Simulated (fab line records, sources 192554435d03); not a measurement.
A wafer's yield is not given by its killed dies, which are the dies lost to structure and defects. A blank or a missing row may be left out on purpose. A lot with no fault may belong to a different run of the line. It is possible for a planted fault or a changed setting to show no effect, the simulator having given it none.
A lot that was struck, set against a sound lot :: flow n5_finfet :: 36 out of 1938 route steps
Sound: the wafers L826.3, L826.5, L826.6. The struck wafers were L832.2, L832.3, L832.5. Last of all comes the cause.
Each step with rows lists, per side, the tool, then ch with its chambers, then its first start. Under that, the readings that differ: sound wafers :: struck wafers :: difference of the means :: sigmas: that difference in standard deviations of wafers without a fault.
alike: a reading whose means differ by less than 2 such deviations, as well as words and numbers matching on both sides. not compared: withheld readings; readings where some wafer has no value; bounds like >300 that might hide an equal value; numbers whose values overlap and for which the record gives no deviation.
The two part at a step that has a row with sigmas, a row that says differs or no value, or rows on one side only. When numbers do not overlap yet have no deviation, they are printed without sigmas and do not part them. A reading that every wafer of one side lacks parts them only if that side has two wafers or more.

first, 12 steps without rows for these wafers: N5_BEOL_M4_SPUTTER_79 (material Cu, target thk 4.5 nm, time 8.29 s); N5_BEOL_M4_ANNEAL_80 (time 240 s); N5_BEOL_M4_SPUTTER_81 (material Cu, target thk 4.5 nm, time 8.29 s); N5_BEOL_M4_ANNEAL_82 (time 240 s); N5_BEOL_M4_SPUTTER_86 (material Cu, target thk 4.5 nm, time 8.29 s); N5_BEOL_M4_ANNEAL_87 (time 240 s); N5_BEOL_M4_SPUTTER_88 (material Cu, target thk 4.5 nm, time 8.29 s); N5_BEOL_M4_ANNEAL_89 (time 240 s); N5_BEOL_M4_SPUTTER_90 (material Cu, target thk 4.5 nm, time 8.29 s); N5_BEOL_M4_ANNEAL_91 (time 240 s); N5_BEOL_M4_SPUTTER_92 (material Cu, target thk 4.5 nm, time 8.29 s); N5_BEOL_M4_ANNEAL_93 (time 240 s).
N5_BEOL_M4_SPUTTER_94: material Cu, target thk 4.5 nm, time 8.29 s.
  sound on pvd_sputter-03 at day 11 19:58; struck on pvd_sputter-03 at day 13 14:11
  alike: chamber_pressure_pa, chuck_gas_flow_sccm, throttle_valve_pct
then, 22 steps without rows for these wafers: N5_BEOL_M4_ANNEAL_95 (time 240 s); N5_BEOL_M4_SPUTTER_96 (material Cu, target thk 4.5 nm, time 8.29 s); N5_BEOL_M4_ECD_50 (material Cu, target thk 300 nm); N5_BEOL_M4_ANNEAL_51 (time 90 s); N5_BEOL_M4_CMP_52 (polishes, stops on SiOC, t overpolish 6.8 s, target thk 40 nm); N5_BEOL_M4_PRE_CLEAN_60 (time 15 s); N5_BEOL_M4_CO_CAP_55 (material Co, precursor CCTBA/H2, target thk 2 nm, time 102.1 s); N5_BEOL_M4_PRE_CLEAN_56 (time 15 s); N5_BEOL_M4_DEP_57 (deposits SiCN from 3MS/NH3, target thk 8 nm, time 14 s); N5_BEOL_M5_ILD_DEP_00 (deposits SiCOH lowk from DEMS/porogen, target thk 140.64 nm, time 25.9 s); N5_BEOL_M5_CURE_79 (cures SiCOH lowk, time 240 s); N5_BEOL_M5_PECVD_70 (deposits SiO2 from TEOS/O2, target thk 16 nm, time 18 s); N5_BEOL_M5_HM_DEP_02 (deposits TiN, target thk 20 nm); N5_BEOL_M5_COAT_59 (time 60 s, resist thk 60 nm); N5_BEOL_M5_COAT_60 (time 60 s, resist thk 12 nm); N5_BEOL_M5_COAT_71 (time 60 s, resist thk 5 nm); N5_BEOL_M5_COAT_05 (resist thk 30 nm); N5_BEOL_M5_EBR_07; N5_BEOL_M5_SOFTBAKE_06 (time 60 s); N5_BEOL_M5_EXPOSE_08 (exposes mask M5, target cd 28 nm); N5_BEOL_M5_PEB_09 (peb time 60 s); N5_BEOL_M5_DEVELOP_10 (develop time 30 s).
-- record jumps: 5 days separate the struck wafers' starts on either side; left off in module BEOL_M5, taken up again in module PASSIVATION, whose first shown step is the route's number 1936 --
N5_PASSIVATION_PROBE_49:
  sound on prober-01 at day 16 09:14; struck on prober-02 at day 18 07:52
reading: defect_limited_yield (%)
sound: 91.4 92.0 93.1
struck: 80.9 84.4 86.9
difference: -8.1
sigmas: -5

reading: killed_at_M4_up
sound: 11 11 10
struck: 138 118 73
difference: +99
sigmas: +18

reading: killed_dies
sound: 101 94 81
struck: 225 184 155
difference: +96
sigmas: +5

reading: sort_bin_5_function (%)
sound: 5.4 5.2 3.9
struck: 11.6 9.7 7.8
difference: +4.9
sigmas: +5

reading: sort_bin_6_memory (%)
sound: 3.0 2.5 2.5
struck: 5.4 3.8 3.5
difference: +1.6
sigmas: +2

reading: sort_n_pass
sound: 1079 1086 1098
struck: 955 996 1025
difference: -96
sigmas: -5

reading: sort_yield_pct (%)
sound: 91.4 92.0 93.1
struck: 80.9 84.4 86.9
difference: -8.1
sigmas: -5
  alike: killed_at_M0_to_M3, killed_at_contacts, killed_at_front_end, killed_at_other, killed_on_rim, killed_open, killed_short, sort_bin_8_speed

WHERE THEY PART
At N5_PASSIVATION_PROBE_49 and nowhere else, as far as this record goes.

WHY: the cause the simulator had injected
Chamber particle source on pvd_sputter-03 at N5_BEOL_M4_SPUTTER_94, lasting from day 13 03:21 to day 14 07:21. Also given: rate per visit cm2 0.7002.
